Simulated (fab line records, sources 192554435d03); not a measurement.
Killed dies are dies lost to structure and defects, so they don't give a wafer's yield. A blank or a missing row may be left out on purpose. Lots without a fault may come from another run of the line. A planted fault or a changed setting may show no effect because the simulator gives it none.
Chamber matching | flow n5_finfet | N5_GATE_CUT_STRIP_41 on rie_diel-06: 4 sister chambers
The step strips in CF4. 4 wafers are shown with their chamber, then 7 later ones without.

WAFERS WITH THEIR CHAMBER
wafer  | chamber | showerhead_plenum_p_Torr (Torr)
L081.1 | 1       | 1.79
L081.6 | 0       | 1.74
L082.2 | 3       | 1.86
L082.4 | 2       | 1.86

WAFERS WITHOUT THEIR CHAMBER
wafer  | showerhead_plenum_p_Torr (Torr)
L082.5 | 1.74
L091.1 | 1.86
L091.2 | 1.79
L091.4 | 1.86
L095.1 | 1.73
L095.3 | 1.86
L095.5 | 1.73

WHICH CHAMBER EACH WENT THROUGH
wafer  | from the rows above     | in truth
L082.5 | 0                       | 0
L091.1 | can't be placed: 2 or 3 | 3
L091.2 | 1                       | 1
L091.4 | can't be placed: 2 or 3 | 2
L095.1 | 0                       | 0
L095.3 | can't be placed: 2 or 3 | 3
L095.5 | 0                       | 0
Placed correctly: 4 of 7. Can't be placed from these rows: 3 (the true chamber is among the candidates in 3). Placed wrongly: 0.
How it was worked out, from the rows above alone: a wafer's distance from a chamber is the root of the sum, over the readings, of the square of ((its reading less the chamber's mean) divided by the reading's scatter). The wafer belongs to the nearest chamber; if the next one is less than 2 further off, it can't be placed. A chamber's mean is the mean of its shown wafers. The scatter: with one shown wafer a chamber, the root of the mean of the squares of how far each hidden wafer lies from its nearest shown one.
